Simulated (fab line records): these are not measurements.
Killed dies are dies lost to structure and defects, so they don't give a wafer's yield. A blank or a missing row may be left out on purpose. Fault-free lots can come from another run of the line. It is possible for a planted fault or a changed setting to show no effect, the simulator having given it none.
The same fault as seen by 2 desks :: flow nand harc :: numbers are kept per desk, each desk with only its own; the story behind them comes last

## AT THE METROLOGY DESK
Lot by lot, what the gauges showed, no matter which tool ran the lot: averages of those sampled wafers that carry a number. If a lot's mean is further than 4 standard deviations from the usual mean, the lot is out of limits and carries the mark OUT (the distance appears in the brackets).
Columns: A = thk nm at NHARC_P_BONDPAD_THK_MEAS_33, usual 199.6 nm; B = cd nm at NHARC_P_BONDPAD_CD_MEAS_13, usual 499.2 nm
lot: L192
first seen here: day 6 13:23
A: 200.1
B: 495.5

lot: L193
first seen here: day 6 21:21
A: 200.7
B: 502.4

lot: L197
first seen here: day 8 12:46
A: 198.6
B: 498.3

lot: L198
first seen here: day 9 04:50
A: 199.6
B: 499.8

lot: L200
first seen here: day 9 20:25
A: 198.5
B: 496.3

lot: L205
first seen here: day 11 20:41
A: 200.3
B: 499.8

lot: L206
first seen here: day 12 23:01
A: 196.9
B: 499.8

lot: L207
first seen here: day 13 00:05
A: 200.5
B: 498.3

lot: L210
first seen here: day 14 02:18
A: 200.0
B: 499.8

lot: L212
first seen here: day 14 19:04
A: 199.3
B: 503.2

lot: L213
first seen here: day 15 11:23
A: 199.5
B: 496.7

lot: L214
first seen here: day 15 15:38
A: 201.8
B: 502.7

lot: L215
first seen here: day 15 22:54
A: 200.8
B: 499.8
This desk's verdict: no lot among the 13 shows anything out of limits.

## THE TOOL OWNER'S DESK: rie diel-12
The tool's own readings at NHARC_P_BONDPAD_ETCH_24 (etches the open film in CF4/N2, target depth 30 nm, time 72.99 s): means of the sampled wafers that have a number, for each lot that ran on this tool. If a lot's mean is further than 4 standard deviations from the usual mean, the lot is out of limits and carries the mark OUT (the distance appears in the brackets).
Columns: A = drypump motor current A at NHARC_P_BONDPAD_ETCH_24, usual 6.0 A; B = oes product au at NHARC_P_BONDPAD_ETCH_24, usual 0.996 a.u.; C = rf vpp V at NHARC_P_BONDPAD_ETCH_24, usual 314.1 V; D = run length s at NHARC_P_BONDPAD_ETCH_24, usual 94.5 s; E = showerhead plenum p Torr at NHARC_P_BONDPAD_ETCH_24, usual 2.63 Torr; F = throttle valve pct at NHARC_P_BONDPAD_ETCH_24, usual 19.794 %
lot: L198
first seen here: day 9 06:28
A: 5.6
B: 0.992
C: 315.2
D: 94.6
E: 2.66
F: 19.796

lot: L200
first seen here: day 9 21:37
A: 6.0
B: 1.006
C: 315.9
D: 94.9
E: 2.73
F: 19.805

lot: L205
first seen here: day 11 22:00
A: 6.3
B: 1.002
C: 316.7
D: 94.8
E: 2.79
F: 19.789

lot: L206
first seen here: day 13 00:25
A: 5.7
B: 1.000
C: 315.2
D: 93.9
E: 2.68
F: 19.802

lot: L210
first seen here: day 14 03:38
A: 5.8
B: 1.000
C: 315.3
D: 93.9
E: 2.69
F: 19.794
This desk's verdict: no lot among the 5 shows anything out of limits.

## ALL TOGETHER
Nothing out of limits was seen by the metrology desk.
The desk of the tool owner found nothing out of limits.

## WHAT WAS PUT IN BY THE SIMULATOR
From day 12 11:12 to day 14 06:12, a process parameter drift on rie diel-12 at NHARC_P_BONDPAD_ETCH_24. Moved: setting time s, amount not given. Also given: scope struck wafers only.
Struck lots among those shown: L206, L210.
